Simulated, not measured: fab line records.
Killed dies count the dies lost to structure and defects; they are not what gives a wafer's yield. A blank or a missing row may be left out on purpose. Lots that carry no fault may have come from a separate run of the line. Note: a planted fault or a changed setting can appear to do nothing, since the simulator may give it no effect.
Matching of chambers ; flow n5-finfet ; N5_BEOL_M8_CURE_75 on uv-cure-03: 3 sister chambers
The step cures SiCOH lowk, time 120 s. 3 wafers are shown with their chamber, then 10 later ones without.

WAFERS, EACH WITH ITS CHAMBER
wafer;chamber;wafer_temp_C_max
L082.6;0;371.7
L086.4;2;372.7
L093.2;1;372.2

WAFERS WITHOUT THEIR CHAMBER
wafer;wafer_temp_C_max
L093.4;372.5
L096.3;371.6
L096.5;371.6
L096.6;371.7
L095.1;372.3
L095.4;372.0
L095.5;372.7
L097.1;371.5
L097.5;371.6
L097.6;371.8

WHICH CHAMBER EACH ONE RAN IN
wafer;from the rows above;in truth
L093.4;can't be placed: 2 or 1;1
L096.3;0;0
L096.5;0;0
L096.6;0;0
L095.1;1;1
L095.4;can't be placed: 1 or 0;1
L095.5;2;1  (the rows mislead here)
L097.1;0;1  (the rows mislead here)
L097.5;0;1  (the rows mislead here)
L097.6;0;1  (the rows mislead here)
Correctly placed: 4 of 10. Cannot be placed on the basis of these rows: 2; the candidates contain the true chamber in 2. Placed wrongly: 4.
How it was worked out, from the rows above alone: a wafer's distance from a chamber is the root of the sum, over the readings, of the square of ((its reading less the chamber's mean) divided by the reading's scatter). If the next closest chamber is less than 2 further off than the closest, the wafer can't be placed; otherwise it belongs to the closest. For every chamber, the mean is computed from those of its wafers that are shown. The scatter (one wafer shown for each chamber): square how far every hidden wafer sits from the nearest shown wafer, average those squares and take the square root.
